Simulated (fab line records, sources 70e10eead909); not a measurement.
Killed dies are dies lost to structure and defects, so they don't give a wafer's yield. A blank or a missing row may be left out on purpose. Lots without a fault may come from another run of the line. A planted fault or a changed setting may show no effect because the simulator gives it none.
Chamber matching | flow nand_harc | NHARC_A_SLIT_DEP_25 on pecvd-04: 3 sister chambers
The step deposits SiO2, target thk 200 nm. 14 wafers are shown with their chamber, then 7 later ones without.

WAFERS WITH THEIR CHAMBER
wafer  | chamber | throttle_valve_pct (%) | heater_power_w (W) | susceptor_temp_C (C)
L080.1 | 2       | 16.8                   | 693                | 400.15
L080.2 | 1       | 15.2                   | 552                | 400.04
L080.4 | 0       | 15.9                   | 502                | 400.18
L081.2 | 2       | 16.8                   | 567                | 400.10
L081.3 | 0       | 15.6                   | 436                | 399.86
L081.6 | 1       | 15.2                   | 647                | 399.76
L085.2 | 1       | 15.3                   | 514                | 399.59
L085.3 | 0       | 15.9                   | 486                | 400.34
L085.4 | 1       | 15.2                   | 516                | 399.66
L087.2 | 1       | 15.3                   | 603                | 400.10
L087.3 | 2       | 16.8                   | 701                | 399.96
L087.4 | 2       | 16.9                   | 692                | 400.07
L090.2 | 0       | 15.8                   | 501                | 400.11
L090.3 | 2       | 17.2                   | 683                | 400.06

SIGNATURES (means of the wafers above)
reading            | chamber 0 | chamber 1 | chamber 2 | scatter within a chamber
throttle_valve_pct | 15.800    | 15.240    | 16.900    | 0.132
heater_power_w     | 481.25    | 566.40    | 667.20    | 51.3
susceptor_temp_C   | 400.1225  | 399.8300  | 400.0680  | 0.178
Rule: a wafer's distance from a chamber is the root of the sum, over the readings, of the square of ((its reading less the chamber's mean) divided by the reading's scatter). The wafer belongs to the nearest chamber; if the next one is less than 2 further off, it can't be placed. The scatter: the root of (the sum of the squares of (reading less its chamber's mean) over the shown wafers, divided by (wafers less chambers)).

WAFERS WITHOUT THEIR CHAMBER
wafer  | throttle_valve_pct (%) | heater_power_w (W) | susceptor_temp_C (C)
L090.6 | 15.4                   | 624                | 400.06
L089.1 | 15.8                   | 533                | 400.07
L089.2 | 17.0                   | 683                | 400.26
L089.4 | 16.1                   | 529                | 400.15
L096.3 | 15.3                   | 529                | 400.43
L096.4 | 16.4                   | 679                | 399.53
L096.5 | 15.5                   | 538                | 399.89

WHICH CHAMBER EACH WENT THROUGH
wafer  | from the rows above     | in truth
L090.6 | 1                       | 1
L089.1 | 0                       | 0
L089.2 | 2                       | 2
L089.4 | 0                       | 0
L096.3 | can't be placed: 1 or 0 | 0
L096.4 | can't be placed: 2 or 0 | 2
L096.5 | can't be placed: 1 or 0 | 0
Placed correctly: 4 of 7. Can't be placed from these rows: 3 (the true chamber is among the candidates in 3). Placed wrongly: 0.
